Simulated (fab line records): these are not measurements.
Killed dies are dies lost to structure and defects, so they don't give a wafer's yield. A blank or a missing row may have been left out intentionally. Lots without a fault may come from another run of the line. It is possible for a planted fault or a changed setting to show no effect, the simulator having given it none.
Which of the tools did it? / flow nand_harc / 12 lots with 36 wafers sampled at 6 steps, on a route of 1159 steps

WHAT THE GAUGES SHOWED, per wafer
NHARC_P_STI_CD_MEAS_16.
lot=L541; measured=day 2 21:39; on=cd_sem-03; cd_nm (nm)=197.7 201.3 204.3
lot=L543; measured=day 3 11:50; on=cd_sem-03; cd_nm (nm)=204.1 202.5 202.0
lot=L547; measured=day 4 11:49; on=cd_sem-01; cd_nm (nm)=200.2 202.2 201.9
lot=L549; measured=day 5 01:27; on=cd_sem-01; cd_nm (nm)=201.1 205.7 201.0
lot=L554; measured=day 6 03:10; on=cd_sem-01; cd_nm (nm)=201.7 199.0 198.4
lot=L555; measured=day 6 11:25; on=cd_sem-03; cd_nm (nm)=201.7 203.9 203.7
lot=L557; measured=day 7 03:35; on=cd_sem-02; cd_nm (nm)=200.0 198.9 195.6
lot=L558; measured=day 7 12:04; on=cd_sem-02; cd_nm (nm)=201.9 198.8 202.7
lot=L559; measured=day 7 12:17; on=cd_sem-02; cd_nm (nm)=196.5 200.5 198.7
lot=L560; measured=day 7 18:25; on=cd_sem-03; cd_nm (nm)=202.3 204.2 201.2
lot=L562; measured=day 8 02:13; on=cd_sem-03; cd_nm (nm)=203.5 205.3 202.0
lot=L561; measured=day 8 02:20; on=cd_sem-03; cd_nm (nm)=200.0 201.9 201.2

NHARC_P_STI_OCD_MEAS_43.
lot=L541; measured=day 2 22:14; on=ocd-01; trench_depth_nm (nm)=291 295 295; trench_foot_cd_nm (nm)=158.7 160.1 162.5
lot=L543; measured=day 3 12:26; on=ocd-02; trench_depth_nm (nm)=299 305 307; trench_foot_cd_nm (nm)=162.1 160.3 159.7
lot=L547; measured=day 4 12:25; on=ocd-01; trench_depth_nm (nm)=295 295 306; trench_foot_cd_nm (nm)=161.1 160.1 160.9
lot=L549; measured=day 5 02:03; on=ocd-01; trench_depth_nm (nm)=305 306 297; trench_foot_cd_nm (nm)=160.3 163.2 160.4
lot=L554; measured=day 6 03:45; on=ocd-02; trench_depth_nm (nm)=300 296 295; trench_foot_cd_nm (nm)=159.5 158.2 158.8
lot=L555; measured=day 6 12:00; on=ocd-01; trench_depth_nm (nm)=308 308 302; trench_foot_cd_nm (nm)=159.8 161.9 161.4
lot=L557; measured=day 7 04:12; on=ocd-01; trench_depth_nm (nm)=306 304 306; trench_foot_cd_nm (nm)=158.5 157.3 152.7
lot=L558; measured=day 7 12:40; on=ocd-01; trench_depth_nm (nm)=304 292 298; trench_foot_cd_nm (nm)=158.4 158.3 160.5
lot=L559; measured=day 7 12:53; on=ocd-02; trench_depth_nm (nm)=301 301 302; trench_foot_cd_nm (nm)=155.7 159.1 157.9
lot=L560; measured=day 7 19:01; on=ocd-02; trench_depth_nm (nm)=302 295 299; trench_foot_cd_nm (nm)=159.3 163.1 159.1
lot=L562; measured=day 8 02:49; on=ocd-01; trench_depth_nm (nm)=300 305 300; trench_foot_cd_nm (nm)=160.1 162.6 159.7
lot=L561; measured=day 8 03:02; on=ocd-02; trench_depth_nm (nm)=301 302 302; trench_foot_cd_nm (nm)=158.2 160.5 159.1

NHARC_P_GATE_CD_MEAS_26 targets a cd of 120 nm.
lot=L541; measured=day 5 00:14; on=cd_sem-01; cd_nm (nm)=121.3 120.9 120.5
lot=L543; measured=day 5 19:01; on=cd_sem-03; cd_nm (nm)=119.8 120.0 119.9
lot=L547; measured=day 6 13:01; on=cd_sem-03; cd_nm (nm)=105.6 106.2 105.7
lot=L549; measured=day 7 05:45; on=cd_sem-03; cd_nm (nm)=119.4 118.8 120.6
lot=L554; measured=day 8 13:43; on=cd_sem-02; cd_nm (nm)=119.4 120.0 120.3
lot=L555; measured=day 8 19:24; on=cd_sem-02; cd_nm (nm)=119.4 118.7 119.0
lot=L557; measured=day 9 07:32; on=cd_sem-03; cd_nm (nm)=120.6 121.5 121.2
lot=L558; measured=day 9 14:09; on=cd_sem-02; cd_nm (nm)=120.4 119.8 119.9
lot=L559; measured=day 9 14:46; on=cd_sem-03; cd_nm (nm)=121.1 120.7 120.8
lot=L560; measured=day 10 01:23; on=cd_sem-02; cd_nm (nm)=119.8 119.6 120.3
lot=L562; measured=day 10 04:53; on=cd_sem-03; cd_nm (nm)=119.3 120.0 120.1
lot=L561; measured=day 10 04:44; on=cd_sem-01; cd_nm (nm)=119.7 119.1 119.3

NHARC_END_SORT_01.
lot=L547; measured=day 21 10:14; on=prober-01; killed_at_array=29 29 25; killed_at_other=0 0 0; killed_at_periphery=25 34 0; killed_dies=54 63 25; killed_open=7 1 2; killed_short=2 1 2

WHICH TOOL RAN EACH LOT (tool, then ch and the chambers of the sampled wafers, then the start)
lot=L541; NHARC_P_GATE_DESCUM_13=rie_diel-13 ch 1,2,3, day 4 10:29; NHARC_P_GATE_EXPOSE_23=arfi_scanner-02 ch 0, day 5 00:06
lot=L543; NHARC_P_GATE_DESCUM_13=rie_diel-11 ch 1,3, day 5 03:40; NHARC_P_GATE_EXPOSE_23=arfi_scanner-01 ch 0, day 5 18:53
lot=L547; NHARC_P_GATE_DESCUM_13=rie_diel-13 ch 0,1,2, day 5 23:36; NHARC_P_GATE_EXPOSE_23=arfi_scanner-02 ch 0, day 6 12:53
lot=L549; NHARC_P_GATE_DESCUM_13=rie_diel-13 ch 1,2,3, day 6 15:44; NHARC_P_GATE_EXPOSE_23=arfi_scanner-02 ch 0, day 7 05:37
lot=L554; NHARC_P_GATE_DESCUM_13=rie_diel-11 ch 0,3, day 7 17:48; NHARC_P_GATE_EXPOSE_23=arfi_scanner-01 ch 0, day 8 13:35
lot=L555; NHARC_P_GATE_DESCUM_13=rie_diel-13 ch 0,3, day 8 01:53; NHARC_P_GATE_EXPOSE_23=arfi_scanner-03 ch 0, day 8 19:15
lot=L557; NHARC_P_GATE_DESCUM_13=rie_diel-11 ch 0,1,3, day 8 16:45; NHARC_P_GATE_EXPOSE_23=arfi_scanner-03 ch 0, day 9 07:23
lot=L558; NHARC_P_GATE_DESCUM_13=rie_diel-09 ch 0,1,2, day 8 23:44; NHARC_P_GATE_EXPOSE_23=arfi_scanner-02 ch 0, day 9 14:01
lot=L559; NHARC_P_GATE_DESCUM_13=rie_diel-09 ch 0,1,2, day 8 23:34; NHARC_P_GATE_EXPOSE_23=arfi_scanner-02 ch 0, day 9 14:37
lot=L560; NHARC_P_GATE_DESCUM_13=rie_diel-13 ch 1,3, day 9 11:23; NHARC_P_GATE_EXPOSE_23=arfi_scanner-02 ch 0, day 10 01:14
lot=L562; NHARC_P_GATE_DESCUM_13=rie_diel-13 ch 0,1,2, day 9 14:49; NHARC_P_GATE_EXPOSE_23=arfi_scanner-02 ch 0, day 10 04:44
lot=L561; NHARC_P_GATE_DESCUM_13=rie_diel-13 ch 0,1,2, day 9 14:39; NHARC_P_GATE_EXPOSE_23=arfi_scanner-01 ch 0, day 10 04:35
- NHARC_P_GATE_DESCUM_13: chemistry O2, time 3 s.
- NHARC_P_GATE_EXPOSE_23: exposes mask P GATE, target cd 120 nm.

AS READ BY THE TOOLS THEMSELVES (means over the sampled wafers that have a number; for cases with no such wafer, the mark the record gives instead)
NHARC_P_GATE_DESCUM_13.
lot=L541; tool=rie_diel-13; drypump_motor_current_A (A)=5.8; oes_product_au (a.u.)=1.000; rf_vpp_V (V)=57.6; showerhead_plenum_p_Torr (Torr)=1.93; throttle_valve_pct (%)=11.310
lot=L543; tool=rie_diel-11; drypump_motor_current_A (A)=5.1; oes_product_au (a.u.)=0.996; rf_vpp_V (V)=57.2; showerhead_plenum_p_Torr (Torr)=1.88; throttle_valve_pct (%)=11.306
lot=L547; tool=rie_diel-13; drypump_motor_current_A (A)=5.9; oes_product_au (a.u.)=0.998; rf_vpp_V (V)=57.1; showerhead_plenum_p_Torr (Torr)=1.94; throttle_valve_pct (%)=11.311
lot=L549; tool=rie_diel-13; drypump_motor_current_A (A)=5.8; oes_product_au (a.u.)=1.008; rf_vpp_V (V)=57.5; showerhead_plenum_p_Torr (Torr)=1.92; throttle_valve_pct (%)=11.314
lot=L554; tool=rie_diel-11; drypump_motor_current_A (A)=5.3; oes_product_au (a.u.)=1.001; rf_vpp_V (V)=57.7; showerhead_plenum_p_Torr (Torr)=1.91; throttle_valve_pct (%)=11.308
lot=L555; tool=rie_diel-13; drypump_motor_current_A (A)=5.4; oes_product_au (a.u.)=1.010; rf_vpp_V (V)=58.4; showerhead_plenum_p_Torr (Torr)=1.91; throttle_valve_pct (%)=11.311
lot=L557; tool=rie_diel-11; drypump_motor_current_A (A)=5.4; oes_product_au (a.u.)=1.002; rf_vpp_V (V)=58.7; showerhead_plenum_p_Torr (Torr)=1.88; throttle_valve_pct (%)=11.311
lot=L558; tool=rie_diel-09; drypump_motor_current_A (A)=5.9; oes_product_au (a.u.)=1.007; rf_vpp_V (V)=58.0; showerhead_plenum_p_Torr (Torr)=1.99; throttle_valve_pct (%)=11.309
lot=L559; tool=rie_diel-09; drypump_motor_current_A (A)=5.9; oes_product_au (a.u.)=0.995; rf_vpp_V (V)=58.3; showerhead_plenum_p_Torr (Torr)=1.99; throttle_valve_pct (%)=11.302
lot=L560; tool=rie_diel-13; drypump_motor_current_A (A)=5.4; oes_product_au (a.u.)=0.993; rf_vpp_V (V)=58.0; showerhead_plenum_p_Torr (Torr)=1.89; throttle_valve_pct (%)=11.310
lot=L562; tool=rie_diel-13; drypump_motor_current_A (A)=5.9; oes_product_au (a.u.)=1.002; rf_vpp_V (V)=57.7; showerhead_plenum_p_Torr (Torr)=1.93; throttle_valve_pct (%)=11.307
lot=L561; tool=rie_diel-13; drypump_motor_current_A (A)=5.9; oes_product_au (a.u.)=1.002; rf_vpp_V (V)=57.3; showerhead_plenum_p_Torr (Torr)=1.93; throttle_valve_pct (%)=11.310

NHARC_P_GATE_EXPOSE_23.
lot=L541 tool=arfi_scanner-02 exposure_dose_mJ_cm2=93.90
lot=L543 tool=arfi_scanner-01 exposure_dose_mJ_cm2=93.87
lot=L547 tool=arfi_scanner-02 exposure_dose_mJ_cm2=94.01
lot=L549 tool=arfi_scanner-02 exposure_dose_mJ_cm2=93.98
lot=L554 tool=arfi_scanner-01 exposure_dose_mJ_cm2=93.88
lot=L555 tool=arfi_scanner-03 exposure_dose_mJ_cm2=94.06
lot=L557 tool=arfi_scanner-03 exposure_dose_mJ_cm2=93.94
lot=L558 tool=arfi_scanner-02 exposure_dose_mJ_cm2=93.92
lot=L559 tool=arfi_scanner-02 exposure_dose_mJ_cm2=93.86
lot=L560 tool=arfi_scanner-02 exposure_dose_mJ_cm2=93.98
lot=L562 tool=arfi_scanner-02 exposure_dose_mJ_cm2=94.05
lot=L561 tool=arfi_scanner-01 exposure_dose_mJ_cm2=93.99

THE ANSWER, worked out from the rows above alone
Rule: what is usual is taken from the lots themselves. The widest of any qualifying gaps counts: lots, ordered by their means at a reading, are off when they make up no more than a third of the lots, leave a main group of 4 or more, and stand apart from it by 3 or more times the standard deviation of that group's means. If all means in a main group match to the digits the tables above print for the reading, that group is not used. Also off: a lot with no number at a reading for which 4 or more lots have one. Where the step has rows for the other lots, those lots are counted as sound. Order of review: gauges by route order, followed by the tools' own readings, for which a lot's mean as printed above is used. At the first step where some lot is off, the reading lying furthest off is the one used; lots without a number count as furthest.
Off: L547 (NHARC_P_GATE_CD_MEAS_26, cd_nm). Mean 120.0 nm and standard deviation 0.63 in the main group.
A tool fits if, at a process step before that reading, it ran every lot that is off, and no sound lot after the first of them. Gauges at NHARC_P_GATE_CD_MEAS_26: tried the same way as those tools. Not one of the candidates tried fits.

WHAT WAS PUT IN BY THE SIMULATOR
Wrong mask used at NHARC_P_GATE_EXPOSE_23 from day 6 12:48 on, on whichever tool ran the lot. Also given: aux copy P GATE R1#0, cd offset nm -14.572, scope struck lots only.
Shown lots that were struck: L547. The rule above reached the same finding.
